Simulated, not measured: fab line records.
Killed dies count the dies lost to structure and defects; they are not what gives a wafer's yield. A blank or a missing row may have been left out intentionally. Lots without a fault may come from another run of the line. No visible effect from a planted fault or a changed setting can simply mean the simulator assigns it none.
fab line records | flow nandHarc
record lots=24 wafers=72 lastDay=33
route steps=1302 shown A_CONTACT@1055 A_BLC@1118
lots untouched by any fault: they come from a run of this same line in which no faults occurred
startH: start of the lot's first displayed wafer, in hours after the record's first day | waitH: hours from the lot's prior step to this one | " same as the row above | L1.1+2: several wafers, shown together as one row | - no value, or no start was given | * or withheld: withheld | < > ~ a bound
route shown NAME@n: names a module that has steps shown in the file, with the first one's number in the route | usual: mean and standard deviation over wafers with no fault | same: alike in all rows | chamber/n: place in a boat | sites: the reading at each site | _std_site: the standard deviation of these | _edge_site: inner sites' mean taken away from outer sites' mean | radiusMm: for every site, how far away it sits from the centre of the wafer | mask NAME#n: copy n | behind: the most recent tool/chamber to have shaped the wafer | hold: why the lot went on hold/how many hours it stayed there/how the hold came to an end | device: names the non-switching transistor (n, p or np) | end of line: the route-end tests of the same wafers | where a step has no rows: the recipe by itself | killed: dies lost to structure and defects at the first sort, not the wafer's yield | map: dies across one wafer; x = killed, . = not, _ = none there
set.NAME: the setting as run; set.NAME@STEP: as run at that earlier step | model.NAME: the simulator's own value behind a step, which no gauge read
one table for each step of the route and one row for each wafer, over a sample of lots
services: the hour from which a tool's chamber was out of use, counted from the record's first day as startH (under 0 if before that day), plus the number of hours and why
## steps
# step NHARC_A_CONTACT_ETCH_132
# recipe sourceW=withheld pressureMtorr=20 biasV=3000 timeS=197 targetDepthA=19240 arFlowSccm=withheld c4f8FlowSccm=withheld o2FlowSccm=withheld chemistry=C4F8/O2/Ar
# columns lot.wafer tool chamber startH waitH rfHoursCounterH
L074.3 harCapEtch-03 1 515.14 0.1 -
L074.4 " 0 " " -
L074.5 " 0 " " -
L075.4 harCapEtch-02 1 518.06 0.1 -
L075.3 " 0 " " -
L075.6 " 1 " " -
L076.1 harCapEtch-01 1 526.71 0.1 4
L076.2 " 0 " " 4
L076.5 " 0 " " -
L078.1 harCapEtch-03 0 538.14 0.1 49
L078.3 " 1 " " -
L078.6 " 0 " " -
L077.2 harCapEtch-01 1 540.64 0.2 8
L077.4 " 1 " " -
L077.3 " 0 " " -
L080.1 harCapEtch-03 1 563.01 0.1 52
L080.2 " 0 " " 52
L080.4 " 0 " " -
L079.1 harCapEtch-02 0 566.85 0.1 94
L079.3 " 0 " " -
L079.4 " 1 " " -
L081.2 harCapEtch-03 1 579.58 0.1 57
L081.3 " 1 " " -
L081.6 " 1 " " -
L082.2 harCapEtch-01 0 586.90 0.1 16
L082.3 " 1 " " -
L082.5 " 0 " " -
L083.3 harCapEtch-03 1 588.47 0.1 -
L083.4 " 0 " " -
L083.6 " 0 " " -
L084.2 harCapEtch-03 0 603.44 0.1 61
L084.3 " 0 " " -
L084.5 " 0 " " -
L085.2 harCapEtch-01 0 608.93 0.1 22
L085.5 " 0 " " -
L085.6 " 1 " " -
L086.2 harCapEtch-02 1 622.30 0.1 106
L086.1 " 0 " " 106
L086.6 " 0 " " -
L087.1 harCapEtch-03 1 623.89 0.1 66
L087.4 " 1 " " -
L087.5 " 0 " " -
L088.2 harCapEtch-01 1 642.86 0.1 27
L088.3 " 0 " " -
L088.6 " 1 " " -
L089.4 harCapEtch-02 0 645.15 0.3 -
L089.6 " 0 " " -
L089.5 " 1 " " -
L090.1 harCapEtch-01 0 663.72 0.2 31
L090.3 " 1 " " -
L090.5 " 1 " " -
L091.1 harCapEtch-02 1 667.00 0.1 113
L091.5 " 0 " " -
L091.6 " 1 " " -
L092.2 harCapEtch-01 0 695.40 0.1 34
L092.5 " 0 " " -
L092.6 " 1 " " -
L093.1 harCapEtch-02 0 696.27 0.1 117
L093.2 " 1 " " 117
L093.5 " 1 " " -
L094.2 harCapEtch-02 0 711.86 0.1 120
L094.5 " 0 " " -
L094.6 " 1 " " -
L095.2 harCapEtch-03 0 714.85 0.1 81
L095.1 " 1 " " 81
L095.4 " 1 " " -
L096.2 harCapEtch-03 0 724.50 0.1 83
L096.4 " 0 " " -
L096.6 " 0 " " -
L097.4 harCapEtch-02 0 731.06 0.2 -
L097.3 " 1 " " -
L097.5 " 0 " " -
# step NHARC_A_CONTACT_ETCH_97
# recipe targetDepthA=200 overEtchFrac=0.5 timeS=10 ionEnergyEv=250 c4f6FlowSccm=25 o2FlowSccm=20 arFlowSccm=500 rfW=600 biasW=500 chemistry=C4F6/O2
# usual drypumpMotorCurrentA=5.76/0.28 oesProductAu=0.949/0.019 rfVppV=548.0/2.8 showerheadPlenumPTorr=3.98/0.13 throttleValvePct=26.905/0.0094
# columns lot.wafer tool chamber startH waitH drypumpMotorCurrentA oesProductAu rfHoursCounterH rfVppV showerheadPlenumPTorr throttleValvePct
L074.4 rieDiel-01 1 - - 6.07 0.941 41 544.4 3.84 26.904
L074.3 " 2 " " 5.86 0.929 46 552.5 4.16 26.911
L074.5 " 1 " " 6.10 0.947 - 544.7 3.84 26.911
L075.3 rieDiel-10 3 - - 5.95 0.937 26 548.9 4.02 26.891
L075.4 " 0 " " 5.48 0.944 29 551.6 4.17 26.910
L075.6 " 3 " " 5.97 0.940 - 548.2 4.02 26.909
L076.1 rieDiel-05 1 - - 6.00 0.918 20 549.0 3.98 26.892
L076.2 " 3 " " 5.71 0.942 21 550.6 4.07 26.905
L076.5 " 1 " " 6.00 0.932 - 547.0 3.98 26.924
L078.1 rieDiel-01 3 - - 5.63 0.977 56 552.6 4.13 26.907
L078.3 " 0 " " 4.73 0.981 46 545.5 3.90 26.885
L078.6 " 1 " " 6.09 0.979 - 544.8 3.84 26.908
L077.3 rieDiel-05 3 - - 5.71 0.961 22 549.0 4.07 26.903
L077.4 " 0 " " 5.70 0.931 22 547.3 3.95 26.906
L077.2 " 2 " " 6.09 0.946 23 543.8 3.75 26.902
L080.1 rieDiel-10 1 - - 5.75 0.980 34 545.8 3.92 26.912
L080.4 " 2 " " 5.43 0.948 38 551.4 4.20 26.891
L080.2 " 3 " " 5.94 0.934 42 550.3 4.01 26.894
L079.1 rieDiel-01 0 - - 4.74 1.000 0 545.2 3.90 26.908
L079.3 " 1 " " 6.06 1.012 0 545.8 3.84 26.887
L079.4 " 2 " " 5.85 0.982 0 550.1 4.15 26.904
L081.2 rieDiel-05 0 - - 5.70 0.962 30 546.8 3.94 26.895
L081.3 " 2 " " 6.10 0.949 30 543.1 3.75 26.921
L081.6 " 1 " " 5.99 0.921 - 548.3 3.97 26.906
L082.2 rieDiel-10 0 - - 5.47 0.956 52 551.5 4.16 26.906
L082.3 " 3 " " 5.90 0.934 51 547.5 4.01 26.902
L082.5 " 0 " " 5.45 0.958 - 552.5 4.16 26.896
L083.4 rieDiel-01 2 - - 5.86 0.932 11 552.6 4.15 26.906
L083.3 " 3 " " 5.65 0.944 11 551.3 4.12 26.880
L083.6 " 3 " " 5.66 0.947 - 551.9 4.12 26.903
L084.2 rieDiel-05 3 - - 5.71 0.940 2 548.6 4.06 26.907
L084.3 " 0 " " 5.72 0.935 3 547.9 3.94 26.906
L084.5 " 2 " " 6.13 0.963 - 542.0 3.75 26.903
L085.2 rieDiel-05 2 - - 6.15 0.950 5 542.1 3.74 26.906
L085.6 " 0 " " 5.72 0.944 - 546.0 3.94 26.914
L085.5 " 1 " " 6.03 0.912 - 548.5 3.97 26.893
L086.1 rieDiel-05 0 - - 5.72 0.961 9 547.1 3.94 26.907
L086.2 " 2 " " 6.09 0.976 7 541.6 3.74 26.897
L086.6 " 0 " " 5.73 0.949 - 548.8 3.94 26.900
L087.1 rieDiel-10 0 625.04 0.1 5.44 0.937 4 551.5 4.16 26.910
L087.4 " 0 " " 5.46 0.940 - 552.1 4.16 26.924
L087.5 " 1 " " 5.76 0.958 - 546.3 3.90 26.902
L088.2 rieDiel-05 0 - - 5.71 0.950 12 546.4 3.93 26.910
L088.3 " 1 " " 5.98 0.915 12 547.5 3.96 26.905
L088.6 " 3 " " 5.70 0.941 - 550.4 4.05 26.908
L089.4 rieDiel-05 2 - - 6.10 0.941 10 543.4 3.74 26.905
L089.5 " 3 " " 5.72 0.919 - 550.9 4.05 26.907
L089.6 " 0 " " 5.73 0.948 - 546.0 3.93 26.896
L090.3 rieDiel-10 0 - - 5.46 0.935 15 551.1 4.15 26.894
L090.1 " 1 " " 5.71 0.950 15 545.9 3.90 26.902
L090.5 " 3 " " 5.96 0.911 - 549.1 4.00 26.922
L091.1 rieDiel-05 2 - - 6.12 0.946 14 544.0 3.74 26.899
L091.6 " 3 " " 5.72 0.931 - 548.8 4.05 26.894
L091.5 " 0 " " 5.71 0.940 - 545.8 3.93 26.900
L092.2 rieDiel-05 3 696.53 0.2 5.71 0.937 21 549.4 4.05 26.890
L092.5 " 0 " " 5.74 0.957 - 547.5 3.93 26.906
L092.6 " 3 " " 5.71 0.940 - 549.2 4.05 26.918
L093.1 rieDiel-05 0 - - 5.72 0.944 25 546.5 3.93 26.913
L093.2 " 2 " " 6.11 0.959 20 542.3 3.74 26.916
L093.5 " 0 " " 5.72 0.939 - 545.9 3.93 26.911
L094.2 rieDiel-10 3 713.00 0.2 5.91 0.939 26 548.8 3.99 26.904
L094.5 " 3 " " 5.93 0.950 - 548.4 3.99 26.910
L094.6 " 1 " " 5.74 0.961 - 548.3 3.89 26.904
L095.2 rieDiel-05 2 - - 6.05 0.972 26 542.7 3.73 26.886
L095.4 " 3 " " 5.71 0.937 27 549.4 4.04 26.901
L095.1 " 0 " " 5.72 0.954 30 547.0 3.92 26.899
L096.2 rieDiel-10 1 725.63 0.1 5.73 0.967 37 545.7 3.88 26.895
L096.6 " 2 " " 5.42 0.975 - 553.0 4.17 26.904
L096.4 " 3 " " 5.94 0.947 - 548.6 3.98 26.913
L097.3 rieDiel-05 1 - - 6.01 0.938 29 547.6 3.95 26.917
L097.4 " 2 " " 6.04 0.956 31 542.4 3.73 26.892
L097.5 " 0 " " 5.71 0.939 - 545.3 3.92 26.902
# step NHARC_A_CONTACT_CD_MEAS_08
# recipe targetCdNm=200 landingEnergyEv=500
# usual cdNm=200.1/0.62
# columns lot.wafer tool chamber startH waitH cdNm
L074.3 cdSem-02 0 519.72 - 200.1
L074.4 " 0 " " 200.9
L074.5 " 0 " " 199.6
L075.3 cdSem-03 0 525.08 - 199.9
L075.4 " 0 " " 199.5
L075.6 " 0 " " 200.4
L076.1 cdSem-02 0 531.38 - 198.7
L076.2 " 0 " " 198.9
L076.5 " 0 " " 199.4
L078.1 cdSem-02 0 542.69 - 200.2
L078.3 " 0 " " 200.5
L078.6 " 0 " " 199.9
L077.2 cdSem-01 0 545.30 - 200.6
L077.3 " 0 " " 201.1
L077.4 " 0 " " 200.6
L080.1 cdSem-03 0 570.75 - 199.6
L080.2 " 0 " " 199.5
L080.4 " 0 " " 199.0
L079.1 cdSem-03 0 575.07 - 199.6
L079.3 " 0 " " 200.4
L079.4 " 0 " " 200.3
L081.2 cdSem-03 0 585.52 - 201.0
L081.3 " 0 " " 201.7
L081.6 " 0 " " 201.4
L082.2 cdSem-01 0 593.84 - 201.0
L082.3 " 0 " " 200.5
L082.5 " 0 " " 200.4
L083.3 cdSem-02 0 595.58 - 201.3
L083.4 " 0 " " 201.3
L083.6 " 0 " " 202.0
L084.2 cdSem-02 0 608.11 - 200.4
L084.3 " 0 " " 199.9
L084.5 " 0 " " 199.9
L085.2 cdSem-02 0 617.54 - 199.9
L085.5 " 0 " " 199.6
L085.6 " 0 " " 198.9
L086.1 cdSem-02 0 628.46 - 199.9
L086.2 " 0 " " 199.4
L086.6 " 0 " " 198.9
L087.1 cdSem-01 0 629.39 - 200.3
L087.4 " 0 " " 200.1
L087.5 " 0 " " 200.7
L088.2 cdSem-03 0 647.42 - 200.6
L088.3 " 0 " " 200.1
L088.6 " 0 " " 200.4
L089.4 cdSem-01 0 650.84 - 201.0
L089.5 " 0 " " 199.7
L089.6 " 0 " " 201.0
L090.1 cdSem-01 0 669.04 - 199.8
L090.3 " 0 " " 199.8
L090.5 " 0 " " 200.3
L091.1 cdSem-03 0 674.41 - 201.0
L091.5 " 0 " " 200.9
L091.6 " 0 " " 200.4
L092.2 cdSem-01 0 699.98 - 199.3
L092.5 " 0 " " 200.3
L092.6 " 0 " " 200.0
L093.1 cdSem-03 0 700.97 - 199.8
L093.2 " 0 " " 200.5
L093.5 " 0 " " 200.3
L094.2 cdSem-02 0 718.19 - 199.3
L094.5 " 0 " " 200.7
L094.6 " 0 " " 200.0
L095.1 cdSem-01 0 721.23 - 199.4
L095.2 " 0 " " 199.8
L095.4 " 0 " " 200.0
L096.2 cdSem-03 0 729.02 - 201.2
L096.4 " 0 " " 200.3
L096.6 " 0 " " 201.0
L097.3 cdSem-01 0 736.73 - 200.0
L097.4 " 0 " " 199.7
L097.5 " 0 " " 199.8
# step NHARC_A_CONTACT_ETCH_139
# recipe sourceW=withheld pressureMtorr=20 biasV=400 timeS=195 targetDepthA=8400 arFlowSccm=withheld c4f8FlowSccm=11.5 o2FlowSccm=7.2 chemistry=C4F8/O2/Ar
# columns lot.wafer tool chamber startH waitH rfHoursCounterH
L074.4 harCapEtch-03 0 522.41 0.2 -
L074.3 " 1 " " -
L074.5 " 1 " " -
L075.3 harCapEtch-02 0 527.76 0.2 -
L075.4 " 1 " " -
L075.6 " 0 " " -
L076.2 harCapEtch-02 0 533.98 0.2 89
L076.1 " 1 " " 89
L076.5 " 1 " " -
L078.1 harCapEtch-02 1 545.30 0.2 91
L078.3 " 1 " " -
L078.6 " 1 " " -
L077.2 harCapEtch-03 0 547.95 0.2 51
L077.4 " 1 " " -
L077.3 " 0 " " -
L080.1 harCapEtch-03 0 573.35 0.2 54
L080.2 " 1 " " 54
L080.4 " 1 " " -
L079.1 harCapEtch-03 1 577.84 0.2 55
L079.4 " 1 " " -
L079.3 " 0 " " -
L081.2 harCapEtch-02 1 588.16 0.2 98
L081.3 " 0 " " -
L081.6 " 1 " " -
L082.2 harCapEtch-03 1 596.47 0.2 60
L082.3 " 0 " " -
L082.5 " 0 " " -
L083.3 harCapEtch-01 0 598.39 0.2 -
L083.4 " 1 " " -
L083.6 " 1 " " -
L084.2 harCapEtch-02 0 610.76 0.2 104
L084.3 " 0 " " -
L084.5 " 0 " " -
L085.2 harCapEtch-01 0 620.25 0.2 23
L085.5 " 1 " " -
L085.6 " 0 " " -
L086.2 harCapEtch-03 0 631.11 0.2 67
L086.1 " 1 " " 67
L086.6 " 1 " " -
L087.1 harCapEtch-03 1 632.72 0.2 69
L087.4 " 1 " " -
L087.5 " 0 " " -
L088.2 harCapEtch-03 0 650.05 0.2 70
L088.3 " 0 " " -
L088.6 " 1 " " -
L089.4 harCapEtch-02 0 654.16 0.3 -
L089.5 " 1 " " -
L089.6 " 0 " " -
L090.1 harCapEtch-03 1 671.67 0.2 73
L090.3 " 1 " " -
L090.5 " 1 " " -
L091.1 harCapEtch-01 0 677.02 0.2 33
L091.6 " 0 " " -
L091.5 " 1 " " -
L092.2 harCapEtch-02 1 703.37 0.2 119
L092.5 " 0 " " -
L092.6 " 1 " " -
L093.1 harCapEtch-03 1 704.21 0.2 79
L093.2 " 0 " " 79
L093.5 " 0 " " -
L094.2 harCapEtch-01 1 720.82 0.2 40
L094.5 " 0 " " -
L094.6 " 1 " " -
L095.2 harCapEtch-01 1 724.19 0.2 42
L095.1 " 0 " " 42
L095.4 " 1 " " -
L096.2 harCapEtch-01 0 731.68 0.2 43
L096.4 " 0 " " -
L096.6 " 0 " " -
L097.3 harCapEtch-03 0 739.42 0.2 -
L097.4 " 1 " " -
L097.5 " 1 " " -
# step NHARC_A_BLC_OVL_MEAS_11
# usual overlayXNm=0.0/0.74 overlayYNm=-0.2/0.8
# columns lot.wafer tool chamber startH waitH overlayXNm overlayYNm
L074.3 overlay-01 - 526.02 - 0.7 0.1
L074.4 " - " " 0.3 0.2
L074.5 " - " " 0.3 0.1
L075.3 overlay-02 - 531.60 - 0.7 0.1
L075.4 " - " " 0.3 0.3
L075.6 " - " " 0.7 0.4
L076.1 overlay-01 - 537.78 - 0.2 -0.5
L076.2 " - " " -0.2 0.1
L076.5 " - " " -0.3 0.2
L078.1 overlay-01 - 549.35 - -1.0 0.1
L078.3 " - " " -0.2 0.1
L078.6 " - " " -0.7 0.0
L077.2 overlay-02 - 551.70 - -0.8 -0.1
L077.3 " - " " -0.2 -0.3
L077.4 " - " " -0.6 -0.2
L080.1 overlay-01 - 578.09 - 1.6 -0.3
L080.2 " - " " 0.9 -0.3
L080.4 " - " " 0.8 -0.5
L079.1 overlay-02 - 581.52 - -0.1 -2.2
L079.3 " - " " -0.2 -1.9
L079.4 " - " " -0.4 -1.9
L081.2 overlay-01 - 591.80 - -0.4 -0.9
L081.3 " - " " -0.1 -0.3
L081.6 " - " " -0.8 -0.2
L082.2 overlay-02 - 600.16 - 0.2 -0.7
L082.3 " - " " 0.3 -1.0
L082.5 " - " " -0.3 -1.0
L083.3 overlay-01 - 602.00 - -1.3 -0.2
L083.4 " - " " -1.0 -0.3
L083.6 " - " " -0.9 0.2
L084.2 overlay-01 - 614.52 - 0.2 -1.5
L084.3 " - " " -0.1 -1.5
L084.5 " - " " -0.4 -1.0
L085.2 overlay-02 - 623.88 - 0.3 0.5
L085.5 " - " " 0.7 0.6
L085.6 " - " " 0.2 0.0
L086.1 overlay-02 - 634.80 - 0.9 0.8
L086.2 " - " " 0.3 0.6
L086.6 " - " " 0.9 0.2
L087.1 overlay-01 - 636.49 - -0.2 0.1
L087.4 " - " " -0.6 -0.6
L087.5 " - " " -0.5 -0.7
L088.2 overlay-02 - 654.03 - 1.5 -0.7
L088.3 " - " " 1.1 -1.1
L088.6 " - " " 0.5 -0.7
L089.4 overlay-02 - 657.91 - -0.7 -0.2
L089.5 " - " " -0.3 -0.7
L089.6 " - " " 0.0 -0.6
L090.1 overlay-01 - 675.32 - 1.9 -0.1
L090.3 " - " " 1.6 -0.5
L090.5 " - " " 2.1 -0.1
L091.1 overlay-02 - 680.88 - -1.2 -0.4
L091.5 " - " " -1.5 -0.5
L091.6 " - " " -0.7 -0.2
L092.2 overlay-01 - 707.03 - -0.9 0.2
L092.5 " - " " -0.9 0.0
L092.6 " - " " -0.9 0.1
L093.1 overlay-01 - 708.06 - -0.3 -1.1
L093.2 " - " " -0.3 -0.8
L093.5 " - " " -0.4 -0.7
L094.2 overlay-01 - 724.96 - -0.2 -0.8
L094.5 " - " " 0.0 -0.5
L094.6 " - " " -0.2 -0.5
L095.1 overlay-01 - 727.87 - 0.3 0.0
L095.2 " - " " -0.1 0.0
L095.4 " - " " 0.2 0.4
L096.2 overlay-02 - 735.45 - -0.2 1.6
L096.4 " - " " -0.3 1.7
L096.6 " - " " -0.5 0.9
L097.3 overlay-02 - 743.14 - 0.1 1.9
L097.4 " - " " 0.3 2.1
L097.5 " - " " 0.6 1.4
# step NHARC_A_BLC_STRIP_21
# recipe o2FlowSccm=500 arFlowSccm=0 biasW=0 chemistry=O2
# usual drypumpMotorCurrentA=5.8/0.48 oesProductAu=0.998/0.011 rfVppV=57.8/0.9 showerheadPlenumPTorr=3.48/0.17 throttleValvePct=17.036/0.0099
# columns lot.wafer tool chamber startH waitH drypumpMotorCurrentA oesProductAu rfHoursCounterH rfVppV showerheadPlenumPTorr throttleValvePct
L074.3 rieDiel-04 1 527.26 0.1 5.7 1.001 10 58.6 3.77 17.027
L074.4 " 0 " " 4.9 1.008 10 57.1 3.42 17.037
L074.5 " 1 " " 5.7 0.999 - 59.6 3.77 17.037
L075.4 rieDiel-11 3 532.84 0.1 5.7 0.995 9 58.8 3.75 17.023
L075.3 " 2 " " 6.4 0.998 10 56.4 3.57 17.038
L075.6 " 3 " " 5.6 0.988 - 58.4 3.75 17.026
L076.1 rieDiel-11 2 539.06 0.1 6.4 0.997 11 58.1 3.57 17.036
L076.2 " 0 " " 6.6 0.990 9 58.0 3.39 17.033
L076.5 " 3 " " 5.7 0.993 - 60.3 3.75 17.035
L078.3 rieDiel-11 3 550.60 0.1 5.7 1.000 10 59.2 3.75 17.028
L078.1 " 1 " " 5.8 0.989 11 56.3 3.31 17.046
L078.6 " 2 " " 6.4 0.994 - 57.8 3.57 17.025
L077.3 rieDiel-04 0 552.96 0.1 4.9 1.002 1 58.9 3.42 17.028
L077.2 " 1 " " 5.7 1.008 1 57.6 3.77 17.023
L077.4 " 2 " " 6.0 1.000 1 56.9 3.36 17.051
L080.2 rieDiel-11 0 579.33 0.1 6.7 0.988 13 58.3 3.39 17.036
L080.1 " 2 " " 6.4 0.994 14 57.5 3.57 17.044
L080.4 " 3 " " 5.7 0.992 13 57.4 3.74 17.030
L079.4 rieDiel-11 0 582.77 0.1 6.6 0.990 13 58.6 3.39 17.030
L079.3 " 2 " " 6.4 1.005 15 58.0 3.57 17.031
L079.1 " 3 " " 5.7 1.007 13 58.9 3.74 17.050
L081.2 rieDiel-11 2 593.06 0.1 6.4 1.007 16 58.0 3.57 17.031
L081.3 " 3 " " 5.6 0.996 14 56.8 3.74 17.027
L081.6 " 1 " " 5.8 0.967 - 56.3 3.30 17.040
L082.2 rieDiel-11 2 601.59 0.1 6.4 1.017 16 58.6 3.57 17.049
L082.3 " 0 " " 6.6 0.998 15 57.4 3.39 17.033
L082.5 " 3 " " 5.7 1.003 - 59.7 3.74 17.019
L083.4 rieDiel-04 1 603.36 0.1 5.8 1.021 5 58.5 3.76 17.035
L083.3 " 3 " " 6.1 0.993 4 57.9 3.35 17.030
L083.6 " 1 " " 5.7 1.012 - 58.5 3.76 17.042
L084.2 rieDiel-04 3 615.76 0.1 6.1 0.997 4 58.0 3.35 17.034
L084.3 " 1 " " 5.7 1.012 5 57.5 3.76 17.035
L084.5 " 3 " " 6.1 0.997 - 55.5 3.35 17.049
L085.2 rieDiel-04 2 625.13 0.1 6.0 0.989 6 60.1 3.36 17.040
L085.6 " 2 " " 6.0 0.986 - 56.7 3.36 17.033
L085.5 " 3 " " 6.1 0.995 - 57.5 3.34 17.056
L086.2 rieDiel-04 3 636.03 0.1 6.1 0.993 6 58.0 3.34 17.031
L086.1 " 2 " " 6.0 0.988 8 57.4 3.36 17.040
L086.6 " 3 " " 6.1 0.997 - 57.3 3.34 17.046
L087.4 rieDiel-04 1 637.74 0.1 5.7 1.013 7 58.5 3.76 17.035
L087.1 " 0 " " 4.9 1.005 7 57.1 3.42 17.035
L087.5 " 1 " " 5.7 1.014 - 57.2 3.76 17.025
L088.2 rieDiel-04 2 655.28 0.1 6.0 0.984 10 58.6 3.36 17.045
L088.3 " 3 " " 6.1 1.000 8 57.8 3.34 17.024
L088.6 " 0 " " 4.9 1.016 - 58.5 3.42 17.031
L089.4 rieDiel-04 3 659.19 0.1 6.1 0.996 8 58.3 3.34 17.049
L089.5 " 0 " " 4.9 1.008 - 58.2 3.42 17.045
L089.6 " 1 " " 5.7 1.011 - 57.0 3.76 17.047
L090.1 rieDiel-04 1 676.59 0.1 5.7 1.016 10 59.1 3.76 17.029
L090.3 " 2 " " 6.0 0.979 11 56.0 3.36 17.027
L090.5 " 0 " " 4.9 1.007 - 58.3 3.42 17.029
L091.1 rieDiel-04 2 682.15 0.1 6.0 0.991 11 58.1 3.36 17.055
L091.5 " 3 " " 6.1 1.006 - 57.2 3.34 17.039
L091.6 " 2 " " 6.0 0.983 - 57.1 3.36 17.026
L092.2 rieDiel-04 0 708.31 0.1 4.9 1.004 11 58.0 3.42 17.034
L092.5 " 1 " " 5.7 1.004 - 58.7 3.76 17.024
L092.6 " 2 " " 5.9 0.998 - 58.4 3.36 17.038
L093.1 rieDiel-11 3 709.30 0.1 5.7 1.001 8 58.6 3.74 17.030
L093.2 " 1 " " 5.8 0.990 8 58.1 3.30 17.027
L093.5 " 0 " " 6.7 0.974 - 57.0 3.38 17.026
L094.2 rieDiel-04 2 726.21 0.1 6.0 0.996 1 57.7 3.36 17.040
L094.5 " 2 " " 6.0 1.004 - 57.3 3.36 17.041
L094.6 " 3 " " 6.1 1.008 - 59.5 3.34 17.052
L095.2 rieDiel-04 1 729.38 0.1 5.7 0.996 1 58.3 3.76 17.048
L095.1 " 3 " " 6.1 1.010 1 56.9 3.34 17.013
L095.4 " 3 " " 6.1 0.991 - 57.4 3.34 17.021
L096.2 rieDiel-04 3 736.76 0.1 6.1 0.999 1 57.9 3.34 17.031
L096.4 " 3 " " 6.1 1.002 - 57.2 3.34 17.045
L096.6 " 3 " " 6.1 1.007 - 56.5 3.34 17.054
L097.4 rieDiel-04 2 744.43 0.1 6.0 1.001 2 57.5 3.36 17.035
L097.3 " 0 " " 4.9 1.009 1 58.2 3.42 17.048
L097.5 " 1 " " 5.7 0.994 - 60.0 3.76 17.021
## services
# columns tool chamber startH hours kind
harCapEtch-01 - 497.00 17.0 pm
rieDiel-10 0 498.78 5.2 repair
rieDiel-05 2 503.05 1.7 repair
rieDiel-04 0 514.50 6.3 repair
rieDiel-04 - 531.95 9.0 pm
rieDiel-10 0 539.17 2.1 repair
rieDiel-11 0 583.12 2.5 repair
rieDiel-05 - 584.22 9.0 pm
rieDiel-04 3 593.63 9.0 repair
rieDiel-10 0 593.91 3.1 repair
rieDiel-10 - 599.96 9.0 pm
rieDiel-11 - 609.50 9.0 pm
rieDiel-10 3 622.77 5.5 repair
rieDiel-04 0 636.12 1.2 repair
rieDiel-04 1 640.51 11.2 repair
rieDiel-05 0 641.73 1.7 repair
rieDiel-04 1 682.10 4.4 repair
rieDiel-05 1 684.98 12.2 repair
rieDiel-04 - 708.95 9.0 pm
rieDiel-10 0 710.45 4.6 repair
rieDiel-10 0 723.49 2.4 repair
rieDiel-04 0 729.07 9.3 repair
rieDiel-04 2 735.91 5.1 repair
rieDiel-11 - 744.09 0.6 repair
## key
fault none
